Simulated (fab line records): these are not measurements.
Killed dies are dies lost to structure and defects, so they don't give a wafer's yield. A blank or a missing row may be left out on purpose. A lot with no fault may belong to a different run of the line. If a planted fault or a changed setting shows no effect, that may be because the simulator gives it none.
Which of the tools did it? | flow nand harc | 15 lots with 45 wafers sampled at 4 steps, on a route of 1302 steps

WHAT THE GAUGES READ, wafer by wafer
The record lacks any reading of a measuring or inspecting step that a usual standard deviation could be used to judge.

WHICH TOOL RAN EACH LOT (tool, then ch and the chambers of the sampled wafers, then the start)
lot  | NHARC_A_CHANNEL_HOLE_D2_DEP_00 | NHARC_A_CHANNEL_HOLE_D2_DEVELOP_09 | NHARC_A_CHANNEL_HOLE_D2_DESCUM_15  | NHARC_A_CHANNEL_HOLE_D2_ETCH_19
L143 | acl dep-01 ch 0, day 13 02:39  | litho track-06 ch 0, day 13 05:00  | rie diel-07 ch 2,3, day 13 05:23   | har etch-01 ch 0,1, day 13 06:34
L142 | acl dep-02 ch 0, day 13 03:17  | litho track-01 ch 0, day 13 05:00  | rie diel-01 ch 0,1,2, day 13 06:07 | har etch-01 ch 0,1, day 13 10:46
L145 | acl dep-03 ch 0, day 14 11:51  | litho track-01 ch 0, day 14 14:00  | rie diel-01 ch 0,2,3, day 14 14:22 | har etch-01 ch 0,1, day 14 15:32
L146 | acl dep-01 ch 0, day 14 11:52  | litho track-04 ch 0, day 14 14:00  | rie diel-07 ch 2,3, day 14 14:31   | har etch-02 ch 0, day 14 15:44
L147 | acl dep-01 ch 0, day 15 08:59  | litho track-01 ch 0, day 15 10:00  | rie diel-01 ch 0,3, day 15 11:10   | har etch-01 ch 0,1, day 15 12:25
L149 | acl dep-03 ch 0, day 15 20:59  | litho track-01 ch 0, day 15 23:00  | rie diel-01 ch 1,3, day 15 23:47   | har etch-02 ch 0,1, day 16 02:02
L150 | acl dep-02 ch 0, day 16 08:43  | litho track-01 ch 0, day 16 10:00  | rie diel-06 ch 2,3, day 16 11:16   | har etch-01 ch 0, day 16 12:26
L151 | acl dep-03 ch 0, day 17 02:59  | litho track-04 ch 0, day 17 05:00  | rie diel-07 ch 0,1,3, day 17 05:49 | har etch-02 ch 0,1, day 17 10:09
L154 | acl dep-02 ch 0, day 18 04:38  | litho track-01 ch 0, day 18 06:00  | rie diel-06 ch 1,2, day 18 06:43   | har etch-02 ch 0,1, day 18 09:03
L155 | acl dep-01 ch 0, day 19 13:43  | litho track-04 ch 0, day 19 16:00  | rie diel-06 ch 0,1,2, day 19 16:37 | har etch-01 ch 1, day 19 17:49
L158 | acl dep-02 ch 0, day 19 15:14  | litho track-04, day 19 17:00       | rie diel-07 ch 0,3, day 19 17:19   | har etch-02 ch 0,1, day 19 18:34
L157 | acl dep-03 ch 0, day 19 15:22  | litho track-01, day 19 17:00       | rie diel-06 ch 1,2,3, day 19 17:46 | har etch-01 ch 0, day 19 21:59
L159 | acl dep-02 ch 0, day 20 02:16  | litho track-04, day 20 04:00       | rie diel-01 ch 0,1,3, day 20 05:09 | har etch-02 ch 0,1, day 20 06:19
L162 | acl dep-02 ch 0, day 21 09:58  | litho track-04 ch 0, day 21 12:00  | rie diel-01 ch 1,2,3, day 21 12:29 | har etch-02 ch 0,1, day 21 13:41
L165 | acl dep-03 ch 0, day 22 15:04  | litho track-06 ch 0, day 22 17:00  | rie diel-01 ch 1,2,3, day 22 17:47 | har etch-01 ch 0,1, day 22 18:59
- NHARC_A_CHANNEL_HOLE_D2_DEP_00: deposits aC, target thk 3100 nm.
- NHARC_A_CHANNEL_HOLE_D2_DEVELOP_09: develop time 35 s.
- NHARC_A_CHANNEL_HOLE_D2_DESCUM_15: chemistry O2, time 3 s.
- NHARC_A_CHANNEL_HOLE_D2_ETCH_19: etches the open film in C4F8/O2/Ar, time 34.5 s.

AS READ BY THE TOOLS THEMSELVES (means over the sampled wafers that have a number; for cases with no such wafer, the mark the record gives instead)
NHARC_A_CHANNEL_HOLE_D2_DEP_00.
lot  | tool       | throttle valve pct (%)
L143 | acl dep-01 | 34.994
L142 | acl dep-02 | 35.001
L145 | acl dep-03 | 35.000
L146 | acl dep-01 | 35.008
L147 | acl dep-01 | 34.999
L149 | acl dep-03 | 34.998
L150 | acl dep-02 | 35.003
L151 | acl dep-03 | 35.012
L154 | acl dep-02 | 34.996
L155 | acl dep-01 | 34.999
L158 | acl dep-02 | 34.997
L157 | acl dep-03 | 35.000
L159 | acl dep-02 | 35.002
L162 | acl dep-02 | 35.005
L165 | acl dep-03 | 35.004

NHARC_A_CHANNEL_HOLE_D2_DEVELOP_09.
lot  | tool           | chill plate temp C (C) | resist line temp C (C)
L143 | litho track-06 | 23.00                  | 23.03
L142 | litho track-01 | 22.97                  | 23.05
L145 | litho track-01 | 22.89                  | 22.94
L146 | litho track-04 | 22.90                  | 22.95
L147 | litho track-01 | 23.10                  | 22.89
L149 | litho track-01 | 22.95                  | 23.10
L150 | litho track-01 | 22.90                  | 23.15
L151 | litho track-04 | 22.99                  | 23.00
L154 | litho track-01 | 23.09                  | 23.09
L155 | litho track-04 | 22.87                  | 23.09
L158 | litho track-04 | -                      | -
L157 | litho track-01 | -                      | -
L159 | litho track-04 | -                      | -
L162 | litho track-04 | 23.01                  | 22.88
L165 | litho track-06 | 22.95                  | 23.15

NHARC_A_CHANNEL_HOLE_D2_DESCUM_15.
lot  | tool        | chamber pressure mTorr (mTorr) | drypump motor current A (A) | oes product au (a.u.) | rf vpp V (V) | showerhead plenum p Torr (Torr) | throttle valve pct (%)
L143 | rie diel-07 | 60.03                          | 5.52                        | 0.992                 | 57.5         | 1.80                            | 11.316
L142 | rie diel-01 | 60.03                          | 5.72                        | 0.984                 | 58.3         | 1.89                            | 11.306
L145 | rie diel-01 | 60.00                          | 5.85                        | 0.983                 | 57.9         | 1.96                            | 11.318
L146 | rie diel-07 | 59.96                          | 5.40                        | 0.993                 | 57.4         | 1.82                            | 11.308
L147 | rie diel-01 | 59.98                          | 5.88                        | 0.976                 | 57.8         | 1.95                            | 11.308
L149 | rie diel-01 | 59.98                          | 5.71                        | 0.991                 | 57.9         | 1.96                            | 11.315
L150 | rie diel-06 | 60.03                          | 5.63                        | 0.991                 | 58.0         | 1.98                            | 11.321
L151 | rie diel-07 | 60.02                          | 5.56                        | 0.999                 | 58.0         | 1.92                            | 11.309
L154 | rie diel-06 | 59.97                          | 5.60                        | 1.001                 | 57.5         | 1.96                            | 11.303
L155 | rie diel-06 | 59.97                          | 5.46                        | 0.992                 | 58.2         | 1.97                            | 11.313
L158 | rie diel-07 | 60.02                          | 5.50                        | 1.002                 | 57.3         | 1.89                            | 11.312
L157 | rie diel-06 | 60.01                          | 5.66                        | 0.990                 | 58.3         | 1.96                            | 11.311
L159 | rie diel-01 | 60.02                          | 5.75                        | 1.004                 | 56.6         | 1.88                            | 11.310
L162 | rie diel-01 | 60.02                          | 5.67                        | 1.000                 | 58.3         | 1.96                            | 11.296
L165 | rie diel-01 | 60.00                          | 5.66                        | 0.991                 | 58.6         | 1.96                            | 11.310

NHARC_A_CHANNEL_HOLE_D2_ETCH_19.
lot  | tool        | chamber pressure mTorr (mTorr) | drypump motor current A (A) | showerhead plenum p Torr (Torr) | throttle valve pct (%)
L143 | har etch-01 | 15.008                         | 5.91                        | 3.75                            | 37.039
L142 | har etch-01 | 15.009                         | 5.90                        | 3.74                            | 37.033
L145 | har etch-01 | 15.001                         | 5.90                        | 3.74                            | 37.034
L146 | har etch-02 | 15.011                         | 6.14                        | 3.77                            | 37.046
L147 | har etch-01 | 14.991                         | 5.94                        | 3.73                            | 37.045
L149 | har etch-02 | 15.008                         | 6.09                        | 3.90                            | 37.043
L150 | har etch-01 | 14.998                         | 5.96                        | 3.72                            | 37.027
L151 | har etch-02 | 14.995                         | 6.10                        | 3.82                            | 37.024
L154 | har etch-02 | 14.993                         | 6.05                        | 3.89                            | 37.028
L155 | har etch-01 | 14.997                         | 5.85                        | 3.69                            | 37.036
L158 | har etch-02 | 15.012                         | 6.10                        | 3.80                            | 37.032
L157 | har etch-01 | 14.995                         | 5.94                        | 3.69                            | 37.037
L159 | har etch-02 | 15.004                         | 6.13                        | 3.80                            | 37.037
L162 | har etch-02 | 14.997                         | 6.09                        | 3.78                            | 37.027
L165 | har etch-01 | 14.997                         | 5.90                        | 3.67                            | 37.049

THE ANSWER, worked out from the rows above alone
Rule: usual is defined by the lots themselves. The widest of any qualifying gaps counts: lots, ordered by their means at a reading, are off when they make up no more than a third of the lots, leave a main group of 4 or more, and stand apart from it by 3 or more times the standard deviation of that group's means. A main group whose means are all the same, to the digits that the tables above print for the reading, isn't used. A lot without any number at a reading at which 4 lots or more have one is off too. The other lots that the step has rows for count as sound. First the gauges in route order, then the tools' own readings, where a lot's mean is used as printed above. The first step at which some lot is off is used, and at that step the reading that is off furthest; a lot without a number counts as furthest.
Off, at NHARC_A_CHANNEL_HOLE_D2_DEVELOP_09 on chill plate temp C: L158, L157, L159. Without a number there: L158, L157, L159. For the main group the mean is 22.97 C and the standard deviation 0.071.
If a tool, at that step or one of the process steps before it, ran each lot that is off and ran no sound lot following the first of them, it fits. No candidate that was tried fits.

WHAT HAD BEEN PUT IN BY THE SIMULATOR
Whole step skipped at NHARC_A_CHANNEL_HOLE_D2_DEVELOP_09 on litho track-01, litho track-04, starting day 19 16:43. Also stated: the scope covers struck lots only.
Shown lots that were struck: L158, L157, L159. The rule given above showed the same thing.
